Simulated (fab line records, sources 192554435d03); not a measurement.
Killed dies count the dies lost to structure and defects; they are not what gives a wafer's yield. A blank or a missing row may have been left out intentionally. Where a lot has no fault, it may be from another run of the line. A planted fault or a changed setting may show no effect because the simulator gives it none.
8D (eight disciplines) problem report, filled in by code -- flow n5Finfet -- the parts of the form that need people (team, actions taken, sign-off) are left out

## 1. THE PROBLEM
Across 6 wafers from 2 lots, IOFF_N_LONG at N5_BEOL_M4_RC_MEAS_101 averages 8.68e-05 nA/um, while fault-free wafers read 5.42e-05 nA/um with a standard deviation of 2.8e-06. That is +12 standard deviations from the usual mean.
The first sign was on wafer L257.2 at day 10 11:23, on prober-01. Wafers with a number at this step in the record: 27, from 9 lots. By rule, "out" or "out of limits" means more than 4 standard deviations away from the usual mean. Any other wafer with a number is counted as sound.

## 2. WHAT IT IS AND WHAT IT IS NOT
question,is,is not
which readings at this step,IOFF_N_LONG,"DIBL_N, DIBL_P, IOFF_P, ION_N, SS_N, VT_P"
which lots,"L257, L258","L246, L248, L256, L259, L263, L265, L269"
which wafers of those lots,all that have a number,-
read on which gauges,prober-01,prober-02
when,from day 10 11:23,"up to then (6 sound wafers); but 15 sound wafers of L256, L259, L263, L265, L269 came after"

## 3. THE SUSPECTS, EACH WITH WHAT RULES IT OUT
Counting: a tool at any process step up to the reading remains a suspect when it ran all the lots that are out and ran no sound lot after the first of those.
- ruled out: the gauge at N5_BEOL_M4_RC_MEAS_101. All the wafers that are out were read on prober-01, but those of them that N5_WELL_APT_RTA_34 has rows for are out there too, on other tools.
- rtpAnneal-02 at N5_WELL_APT_RTA_34 (time 10 s): kept. Every lot that is out went through it, starting with L257 (day 4 10:10), and after that it ran no sound lot; the last sound lot it ran before then is L256 (day 4 04:31). Its own lampPowerPct, lamp_zone_1_pct, lamp_zone_2_pct, lamp_zone_3_pct, lamp_zone_4_pct, lamp_zone_5_pct, lamp_zone_6_pct, lamp_zone_7_pct readings are out on those wafers.
The count leaves rtpAnneal-02 at N5_WELL_APT_RTA_34.

## 4. THE CAUSE (what the simulator had put in)
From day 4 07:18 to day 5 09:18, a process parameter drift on rtpAnneal-02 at N5_WELL_APT_RTA_34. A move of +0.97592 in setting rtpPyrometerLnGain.
The count eliminated every tool but this one.

## 5. THE CHAIN OF EFFECTS, in route order
One row per reading whose mean, taken over the struck wafers that have a number, lies over 3 standard deviations from the usual. Scope: only readings with a usual standard deviation given in the record; hours: median across lots of the time from each lot's start at the first step in this table that gives one to its start at this step; sigmas: change in usual standard deviations.
hours,step,reading,usual,on struck wafers,change,sigmas
0,N5_WELL_APT_RTA_34,lampPowerPct,13.00 %,10.27,-2.73,-53
0,N5_WELL_APT_RTA_34,lamp_zone_1_pct,12.998 %,10.261,-2.737,-98
0,N5_WELL_APT_RTA_34,lamp_zone_2_pct,12.994 %,10.255,-2.739,-98
0,N5_WELL_APT_RTA_34,lamp_zone_3_pct,12.994 %,10.250,-2.744,-99 or more
0,N5_WELL_APT_RTA_34,lamp_zone_4_pct,12.993 %,10.255,-2.738,-99 or more
0,N5_WELL_APT_RTA_34,lamp_zone_5_pct,12.992 %,10.246,-2.746,-98
0,N5_WELL_APT_RTA_34,lamp_zone_6_pct,12.921 %,10.194,-2.727,-99 or more
0,N5_WELL_APT_RTA_34,lamp_zone_7_pct,13.424 %,10.588,-2.836,-98
153,N5_BEOL_M4_RC_MEAS_101,IOFF_N_LONG,5.42e-05 nA/um,8.68e-05,+3.26e-05,+12
153,N5_BEOL_M4_RC_MEAS_101,IOFF_P_LONG,0.000101 nA/um,0.000132,+0.000031,+3.8
153,N5_BEOL_M4_RC_MEAS_101,RS_PWELL,3009 ohm/sq,2943,-66,-3.2
Here are the process steps it includes:
- N5_WELL_APT_RTA_34: time 10 s.

## 6. WHAT WOULD HAVE CAUGHT IT SOONER
In this record the first reading out of limits at a measuring or inspecting step was taken at day 10 11:23, 148 hours after the fault began at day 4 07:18.
At N5_WELL_APT_RTA_34, the tool's own readings (lampPowerPct, lamp_zone_1_pct, lamp_zone_2_pct, lamp_zone_3_pct, lamp_zone_4_pct, lamp_zone_5_pct, lamp_zone_6_pct, lamp_zone_7_pct) were out on each struck wafer the step has a row for, so an alarm limit on them would have fired on the first such wafer.
Each of the lots that are out, 2 in all, had begun N5_WELL_APT_RTA_34 on rtpAnneal-02 no later than day 10 11:23. Had the tool been put on hold then, not one of them would have been saved.
